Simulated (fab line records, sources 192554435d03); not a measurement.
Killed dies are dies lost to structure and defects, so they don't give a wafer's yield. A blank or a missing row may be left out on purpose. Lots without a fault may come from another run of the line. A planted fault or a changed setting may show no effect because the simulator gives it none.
Which tool did it? | flow n5_finfet | 10 lots, 30 wafers sampled, at 1 step of a route of 1938

WHAT THE GAUGES READ, wafer by wafer
N5_BEOL_M4_OCD_MEAS_38.
lot  | measured     | on     | trench_depth_nm (nm)
L296 | day 7 21:11  | ocd-02 | 56.3 54.3 56.2
L300 | day 8 23:23  | ocd-02 | 54.9 54.9 54.2
L303 | day 11 09:59 | ocd-02 | 53.8 54.0 55.0
L305 | day 11 17:01 | ocd-01 | 54.0 56.5 54.4
L310 | day 12 18:23 | ocd-01 | 54.6 55.5 57.1
L309 | day 12 19:49 | ocd-01 | 55.2 55.6 56.2
L312 | day 12 23:16 | ocd-02 | 54.8 54.0 57.1
L315 | day 13 03:07 | ocd-01 | 55.1 54.3 55.4
L311 | day 13 10:23 | ocd-02 | 54.4 54.9 52.9
L317 | day 13 19:55 | ocd-01 | 54.7 56.1 54.4

WHICH TOOL RAN EACH LOT (tool, then ch and the chambers of the sampled wafers, then the start)
The record holds no process step before these readings.

THE ANSWER, worked out from the rows above alone
Rule: what is usual is taken from the lots themselves. Put in order of their means at a reading, lots are off if they are a third of the lots or fewer, leave a main group of 4 or more, and stand apart from it by a gap of 3 or more times the standard deviation of the main group's means; of several such gaps the widest counts. A main group whose means are all the same, to the digits that the tables above print for the reading, isn't used. A lot without any number at a reading at which 4 lots or more have one is off too. The other lots that the step has rows for count as sound.
No lot is off at any reading shown: from this, nothing can be told.

WHAT THE SIMULATOR HAD PUT IN
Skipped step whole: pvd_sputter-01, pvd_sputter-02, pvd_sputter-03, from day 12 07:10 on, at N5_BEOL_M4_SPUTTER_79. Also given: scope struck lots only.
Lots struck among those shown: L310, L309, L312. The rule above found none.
